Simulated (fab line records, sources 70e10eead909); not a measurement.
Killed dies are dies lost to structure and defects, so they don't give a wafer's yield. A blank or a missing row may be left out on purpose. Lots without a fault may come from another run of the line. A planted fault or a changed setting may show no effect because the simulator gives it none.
Which tool did it? | flow nand_harc | 13 lots, 39 wafers sampled, at 7 steps of a route of 1302

WHAT THE GAUGES READ, wafer by wafer
NHARC_A_ZERO_WELL_INSPECT_17. Usual: raw_defect_count 11, standard deviation 6.6.
lot  | measured     | on                | raw_defect_count | flag
L525 | day 6 21:50  | defect_inspect-01 | 7 15 7           |
L526 | day 7 06:09  | defect_inspect-01 | 12 34 26         |
L527 | day 7 21:17  | defect_inspect-02 | 13 9 7           |
L528 | day 7 22:16  | defect_inspect-02 | 13 7 6           |
L529 | day 8 14:44  | defect_inspect-01 | 25 17 15         |
L534 | day 10 18:31 | defect_inspect-01 | 14 336 11        | OFF
L535 | day 11 03:17 | defect_inspect-02 | 4 9 7            |
L541 | day 13 14:16 | defect_inspect-01 | 6 1 3            |
L542 | day 14 06:15 | defect_inspect-02 | 9 11 15          |
L544 | day 14 15:15 | defect_inspect-02 | 12 7 7           |
L545 | day 15 05:11 | defect_inspect-02 | 7 6 5            |
L547 | day 16 00:59 | defect_inspect-01 | 19 27 12         |
L548 | day 16 16:01 | defect_inspect-02 | 8 8 7            |

NHARC_A_SOURCE_PLATE_INSPECT_08. Usual: raw_defect_count 62, standard deviation 25.
lot  | measured     | on                | raw_defect_count | flag
L525 | day 7 20:55  | defect_inspect-01 | 61 56 103        |
L526 | day 8 02:31  | defect_inspect-01 | 50 70 64         |
L527 | day 8 17:07  | defect_inspect-02 | 42 53 69         |
L528 | day 8 17:07  | defect_inspect-01 | 40 33 34         |
L529 | day 9 11:38  | defect_inspect-02 | 77 79 38         |
L534 | day 11 14:23 | defect_inspect-02 | 59 393 71        | OFF
L535 | day 11 23:03 | defect_inspect-01 | 81 72 57         |
L541 | day 14 10:59 | defect_inspect-02 | 38 71 69         |
L542 | day 15 06:46 | defect_inspect-01 | 78 50 75         |
L544 | day 15 10:25 | defect_inspect-01 | 77 44 93         |
L545 | day 16 01:03 | defect_inspect-02 | 167 64 67        |
L547 | day 16 21:29 | defect_inspect-02 | 36 54 46         |
L548 | day 17 13:50 | defect_inspect-02 | 58 67 43         |

NHARC_END_SORT_01. Usual: killed_at_array 58, standard deviation 17; killed_at_other 1.0, standard deviation 1.4; killed_at_periphery 3.6, standard deviation 2.4; killed_dies 62, standard deviation 17; killed_open 3.4, standard deviation 2; killed_short 2.2, standard deviation 1.6.
lot  | measured     | on        | killed_at_array | killed_at_other | killed_at_periphery | killed_dies | killed_open | killed_short | flag
L534 | day 28 09:22 | prober-02 | 44 117 33       | 0 0 0           | 2 2 1               | 46 119 34   | 3 4 0       | 1 0 1        |

WHICH TOOL RAN EACH LOT (tool, then ch and the chambers of the sampled wafers, then the start)
lot  | NHARC_P_BONDPAD_DEGAS_25     | NHARC_P_BONDPAD_PRE_CLEAN_26            | NHARC_P_BONDPAD_PVD_17                  | NHARC_A_ZERO_WELL_STRIP_14
L525 | pvd_sputter-01, day 6 17:34  | pvd_sputter-01, day 6 20:54 or earlier  | pvd_sputter-01, day 6 20:54 or earlier  | wet_bench-04 ch 0,4,7, day 6 20:54
L526 | pvd_sputter-01, day 7 01:47  | pvd_sputter-01, day 7 05:12 or earlier  | pvd_sputter-01, day 7 05:12 or earlier  | wet_bench-04 ch 0,1,2, day 7 05:12
L527 | pvd_sputter-02, day 7 16:55  | pvd_sputter-02, day 7 20:20 or earlier  | pvd_sputter-02, day 7 20:20 or earlier  | wet_bench-03 ch 0,1,7, day 7 20:20
L528 | pvd_sputter-01, day 7 18:01  | pvd_sputter-01, day 7 21:19 or earlier  | pvd_sputter-01, day 7 21:19 or earlier  | wet_bench-04 ch 3,4,6, day 7 21:19
L529 | pvd_sputter-02, day 8 10:20  | pvd_sputter-02, day 8 13:47 or earlier  | pvd_sputter-02, day 8 13:47 or earlier  | wet_bench-03 ch 4,5,7, day 8 13:47
L534 | pvd_sputter-03, day 10 14:04 | pvd_sputter-03, day 10 17:32 or earlier | pvd_sputter-03, day 10 17:32 or earlier | wet_bench-03 ch 2,3,7, day 10 17:32
L535 | pvd_sputter-02, day 10 23:02 | pvd_sputter-02, day 11 02:20 or earlier | pvd_sputter-02, day 11 02:20 or earlier | wet_bench-06 ch 0,3,5, day 11 02:20
L541 | pvd_sputter-01, day 13 09:50 | pvd_sputter-01, day 13 13:20 or earlier | pvd_sputter-01, day 13 13:20 or earlier | wet_bench-03 ch 3,5,6, day 13 13:20
L542 | pvd_sputter-02, day 13 18:35 | pvd_sputter-02, day 13 22:04 or earlier | pvd_sputter-02, day 13 22:04 or earlier | wet_bench-03 ch 0,6,7, day 13 22:04
L544 | pvd_sputter-03, day 14 10:51 | pvd_sputter-03, day 14 14:19 or earlier | pvd_sputter-03, day 14 14:19 or earlier | wet_bench-04 ch 0,1,4, day 14 14:19
L545 | pvd_sputter-03, day 15 00:47 | pvd_sputter-03, day 15 04:13 or earlier | pvd_sputter-03, day 15 04:13 or earlier | wet_bench-03 ch 1,4,7, day 15 04:13
L547 | pvd_sputter-01, day 15 20:34 | pvd_sputter-01, day 16 00:03 or earlier | pvd_sputter-01, day 16 00:03 or earlier | wet_bench-03 ch 0,1,7, day 16 00:03
L548 | pvd_sputter-01, day 16 11:26 | pvd_sputter-01, day 16 15:04 or earlier | pvd_sputter-01, day 16 15:04 or earlier | wet_bench-03 ch 1,3,6, day 16 15:04
- NHARC_P_BONDPAD_DEGAS_25: time 60 s.
- NHARC_P_BONDPAD_PRE_CLEAN_26: time 30 s.
- NHARC_P_BONDPAD_PVD_17: deposits TaN, target thk 5 nm, time 8.06 s.
- NHARC_A_ZERO_WELL_STRIP_14: strips in SPM, time 900 s.

WHAT THE TOOLS THEMSELVES READ (means of the sampled wafers that have a number; where no wafer has one, the mark that the record gives instead)
NHARC_P_BONDPAD_DEGAS_25. Usual: heater_power_w 451 W, standard deviation 49.
lot  | tool           | heater_power_w (W) | flag
L525 | pvd_sputter-01 | 435                |
L526 | pvd_sputter-01 | 438                |
L527 | pvd_sputter-02 | 502                |
L528 | pvd_sputter-01 | 419                |
L529 | pvd_sputter-02 | 496                |
L534 | pvd_sputter-03 | 443                |
L535 | pvd_sputter-02 | 498                |
L541 | pvd_sputter-01 | 416                |
L542 | pvd_sputter-02 | 456                |
L544 | pvd_sputter-03 | 459                |
L545 | pvd_sputter-03 | 403                |
L547 | pvd_sputter-01 | 443                |
L548 | pvd_sputter-01 | 437                |

NHARC_P_BONDPAD_PRE_CLEAN_26. Usual: heater_power_w 395 W, standard deviation 44.
lot  | tool           | heater_power_w (W) | flag
L525 | pvd_sputter-01 | 386                |
L526 | pvd_sputter-01 | 386                |
L527 | pvd_sputter-02 | 448                |
L528 | pvd_sputter-01 | 354                |
L529 | pvd_sputter-02 | 436                |
L534 | pvd_sputter-03 | 383                |
L535 | pvd_sputter-02 | 433                |
L541 | pvd_sputter-01 | 388                |
L542 | pvd_sputter-02 | 422                |
L544 | pvd_sputter-03 | 393                |
L545 | pvd_sputter-03 | 389                |
L547 | pvd_sputter-01 | 389                |
L548 | pvd_sputter-01 | 365                |

NHARC_P_BONDPAD_PVD_17. Usual: throttle_valve_pct 29.8 %, standard deviation 0.98.
lot  | tool           | throttle_valve_pct (%) | flag
L525 | pvd_sputter-01 | 30.2                   |
L526 | pvd_sputter-01 | 30.0                   |
L527 | pvd_sputter-02 | 30.8                   |
L528 | pvd_sputter-01 | 29.6                   |
L529 | pvd_sputter-02 | 31.0                   |
L534 | pvd_sputter-03 | 28.3                   |
L535 | pvd_sputter-02 | 30.1                   |
L541 | pvd_sputter-01 | 29.7                   |
L542 | pvd_sputter-02 | 29.7                   |
L544 | pvd_sputter-03 | 28.8                   |
L545 | pvd_sputter-03 | 29.1                   |
L547 | pvd_sputter-01 | 29.3                   |
L548 | pvd_sputter-01 | 29.5                   |

THE ANSWER, worked out from the rows above alone
Rule: a lot is off if the mean of its wafers that have a number lies more than 3 standard deviations from the usual mean. A lot without any number at a reading at which 4 lots or more have one is off too. The other lots that the step has rows for count as sound. The gauges are gone through in route order, then the tools' own readings, and for those a lot's mean is taken as printed above. The first step at which some lot is off is used, and at that step the reading that is off furthest; a lot without a number counts as furthest.
Off: L534, at NHARC_A_ZERO_WELL_INSPECT_17 (raw_defect_count).
A tool fits if, at a process step before that reading, it ran every lot that is off, and no sound lot after the first of them. The gauges at NHARC_A_ZERO_WELL_INSPECT_17 aren't tried: what is off there is off at NHARC_A_SOURCE_PLATE_INSPECT_08 too, on other tools, and a gauge's error can't cause that. NHARC_P_BONDPAD_PRE_CLEAN_26 gives no start for some lots, so the hours and the order of its lots are those of NHARC_A_ZERO_WELL_STRIP_14. NHARC_P_BONDPAD_PVD_17 gives no start for some lots, so the hours and the order of its lots are those of NHARC_A_ZERO_WELL_STRIP_14. None of those tried fits.

WHAT THE SIMULATOR HAD PUT IN
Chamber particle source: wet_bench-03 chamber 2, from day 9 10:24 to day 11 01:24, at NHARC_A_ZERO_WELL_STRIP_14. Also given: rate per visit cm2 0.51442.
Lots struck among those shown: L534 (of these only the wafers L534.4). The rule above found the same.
